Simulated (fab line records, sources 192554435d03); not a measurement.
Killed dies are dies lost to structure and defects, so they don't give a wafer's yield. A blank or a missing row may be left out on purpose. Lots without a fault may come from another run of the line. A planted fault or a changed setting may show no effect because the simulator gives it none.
Which tool did it? | flow n5_finfet | 10 lots, 27 wafers sampled, at 6 steps of a route of 1938

WHAT THE GAUGES READ, wafer by wafer
N5_BEOL_M4_RC_MEAS_101.
lot  | measured     | on        | DIBL_N (mV/V)
L830 | day 7 14:54  | prober-01 | 37.0 35.4 37.2
L831 | day 8 06:20  | prober-01 | 36.9 36.2 36.3
L832 | day 8 08:42  | prober-02 | 33.6 35.6 36.6
L834 | day 9 00:53  | prober-02 | 34.6 36.3 35.7
L839 | day 10 04:53 | prober-02 | 37.8 36.9
L844 | day 11 09:25 | prober-02 | 36.8 36.2 37.0
L845 | day 11 15:29 | prober-01 | 34.6 34.1 37.3
L846 | day 12 02:38 | prober-01 | 32.5 35.7
L848 | day 12 10:04 | prober-01 | 35.3 37.3
L850 | day 12 17:18 | prober-01 | 37.1 36.9 38.5

WHICH TOOL RAN EACH LOT (tool, then ch and the chambers of the sampled wafers, then the start)
lot  | N5_BEOL_M2_PECVD_72             | N5_BEOL_M2_SPUTTER_90        | N5_BEOL_M2_ANNEAL_91         | N5_BEOL_M2_ANNEAL_51             | N5_BEOL_M2_CMP_52
L830 | pecvd-03 ch 0,1,2, day 6 12:26  | pvd_sputter-03, day 6 19:34  | pvd_sputter-03, day 6 19:38  | rtp_anneal-01 ch 0, day 6 20:40  | cmp-03 ch 1,2, day 6 20:52
L831 | pecvd-01 ch 0,1,2, day 7 01:22  | pvd_sputter-02, day 7 06:08  | pvd_sputter-02, day 7 06:13  | rtp_anneal-02 ch 0, day 7 07:02  | cmp-01 ch 1,2,3, day 7 07:17
L832 | pecvd-03 ch 0,2, day 7 04:47    | pvd_sputter-02, day 7 09:28  | pvd_sputter-02, day 7 09:32  | rtp_anneal-02 ch 0, day 7 10:19  | cmp-01 ch 0,1,3, day 7 10:39
L834 | pecvd-03 ch 0,1, day 7 17:31    | pvd_sputter-01, day 8 02:14  | pvd_sputter-01, day 8 02:19  | rtp_anneal-02 ch 0, day 8 03:05  | cmp-03 ch 0,1,3, day 8 03:23
L839 | pecvd-04 ch 0,2, day 8 23:34    | pvd_sputter-01, day 9 05:03  | pvd_sputter-01, day 9 05:08  | rtp_anneal-02 ch 0, day 9 05:55  | cmp-01 ch 1,2, day 9 06:19
L844 | pecvd-01 ch 0,1, day 10 01:21   | pvd_sputter-03, day 10 08:26 | pvd_sputter-03, day 10 08:31 | rtp_anneal-01 ch 0, day 10 09:23 | cmp-02 ch 1,2,3, day 10 09:40
L845 | pecvd-03 ch 1,2, day 10 06:58   | pvd_sputter-01, day 10 19:37 | pvd_sputter-01, day 10 19:42 | rtp_anneal-01 ch 0, day 10 20:46 | cmp-03 ch 0,1,2, day 10 21:01
L846 | pecvd-01 ch 0,1, day 10 08:45   | pvd_sputter-03, day 11 00:55 | pvd_sputter-03, day 11 01:00 | rtp_anneal-01 ch 0, day 11 01:58 | cmp-03 ch 0,1, day 11 02:10
L848 | pecvd-01 ch 2, day 11 02:45     | pvd_sputter-02, day 11 09:57 | pvd_sputter-02, day 11 10:02 | rtp_anneal-01 ch 0, day 11 10:49 | cmp-03 ch 0,3, day 11 11:08
L850 | pecvd-01 ch 0,1,2, day 11 08:12 | pvd_sputter-03, day 11 15:11 | pvd_sputter-03, day 11 15:16 | rtp_anneal-01 ch 0, day 11 16:05 | cmp-02 ch 2,3, day 11 16:23
- N5_BEOL_M2_PECVD_72: deposits SiO2 from TEOS/O2, target thk 16 nm, time 18 s.
- N5_BEOL_M2_SPUTTER_90: material Cu, target thk 4.5 nm, time 8.29 s.
- N5_BEOL_M2_ANNEAL_91: time 240 s.
- N5_BEOL_M2_ANNEAL_51: time 90 s.
- N5_BEOL_M2_CMP_52: polishes, stops on SiOC, t overpolish 6.8 s, target thk 40 nm.

THE ANSWER, worked out from the rows above alone
Rule: what is usual is taken from the lots themselves. Put in order of their means at a reading, lots are off if they are a third of the lots or fewer, leave a main group of 4 or more, and stand apart from it by a gap of 3 or more times the standard deviation of the main group's means; of several such gaps the widest counts. A main group whose means are all the same, to the digits that the tables above print for the reading, isn't used. A lot without any number at a reading at which 4 lots or more have one is off too. The other lots that the step has rows for count as sound.
No lot is off at any reading shown: from this, nothing can be told.

WHAT THE SIMULATOR HAD PUT IN
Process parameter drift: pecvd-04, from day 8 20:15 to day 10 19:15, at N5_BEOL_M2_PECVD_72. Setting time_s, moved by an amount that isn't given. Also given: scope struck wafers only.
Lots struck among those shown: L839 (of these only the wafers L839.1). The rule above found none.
